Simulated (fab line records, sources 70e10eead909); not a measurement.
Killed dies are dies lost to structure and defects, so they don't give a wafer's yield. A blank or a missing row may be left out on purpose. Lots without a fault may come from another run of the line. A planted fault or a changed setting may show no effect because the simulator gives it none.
Chamber matching | flow nand_harc | NHARC_A_CHANNEL_FILL_D2_ETCHBACK_19 on rie_si-03: 4 sister chambers
The step etches the open film in HBr/Cl2, target depth 5 nm, time 1.7 s. 16 wafers are shown with their chamber, then 8 later ones without.

WAFERS WITH THEIR CHAMBER
wafer  | chamber | drypump_motor_current_A (A) | he_backside_leak_sccm (sccm) | bias_w (W)
L076.1 | 0       | 5.7                         | 2.8                          | 99.7
L076.2 | 2       | 5.3                         | 2.4                          | 100.1
L076.4 | 1       | 5.8                         | 3.0                          | 99.9
L077.3 | 0       | 5.7                         | 2.8                          | 99.6
L077.4 | 0       | 5.7                         | 2.9                          | 99.9
L077.5 | 1       | 5.7                         | 2.7                          | 99.6
L080.2 | 1       | 5.8                         | 3.5                          | 100.3
L080.3 | 0       | 5.7                         | 2.8                          | 100.3
L080.5 | 0       | 5.7                         | 2.9                          | 100.3
L086.2 | 0       | 5.7                         | 2.9                          | 100.6
L086.5 | 0       | 5.7                         | 2.9                          | 100.2
L086.6 | 3       | 5.1                         | 2.7                          | 100.4
L088.1 | 1       | 5.7                         | 3.2                          | 99.8
L088.3 | 2       | 5.3                         | 2.4                          | 100.0
L088.6 | 1       | 5.7                         | 3.3                          | 99.8
L093.1 | 0       | 5.7                         | 2.9                          | 100.6

SIGNATURES (means of the wafers above)
reading                 | chamber 0 | chamber 1 | chamber 2 | chamber 3 | scatter within a chamber
drypump_motor_current_A | 5.700     | 5.740     | 5.300     | 5.100     | 0.0316
he_backside_leak_sccm   | 2.862     | 3.140     | 2.400     | 2.700     | 0.18
bias_w                  | 100.150   | 99.880    | 100.050   | 100.400   | 0.328
Rule: a wafer's distance from a chamber is the root of the sum, over the readings, of the square of ((its reading less the chamber's mean) divided by the reading's scatter). The wafer belongs to the nearest chamber; if the next one is less than 2 further off, it can't be placed. The scatter: the root of (the sum of the squares of (reading less its chamber's mean) over the shown wafers, divided by (wafers less chambers)).

WAFERS WITHOUT THEIR CHAMBER
wafer  | drypump_motor_current_A (A) | he_backside_leak_sccm (sccm) | bias_w (W)
L093.5 | 5.1                         | 2.7                          | 100.0
L093.6 | 5.7                         | 2.9                          | 100.3
L092.1 | 5.1                         | 2.6                          | 99.8
L092.2 | 5.3                         | 2.5                          | 99.9
L092.5 | 5.7                         | 2.8                          | 99.9
L095.2 | 5.7                         | 2.9                          | 99.9
L095.4 | 5.1                         | 2.7                          | 100.6
L095.5 | 5.1                         | 2.6                          | 100.8

WHICH CHAMBER EACH WENT THROUGH
wafer  | from the rows above     | in truth
L093.5 | 3                       | 3
L093.6 | can't be placed: 0 or 1 | 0
L092.1 | 3                       | 3
L092.2 | 2                       | 2
L092.5 | can't be placed: 0 or 1 | 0
L095.2 | can't be placed: 0 or 1 | 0
L095.4 | 3                       | 3
L095.5 | 3                       | 3
Placed correctly: 5 of 8. Can't be placed from these rows: 3 (the true chamber is among the candidates in 3). Placed wrongly: 0.
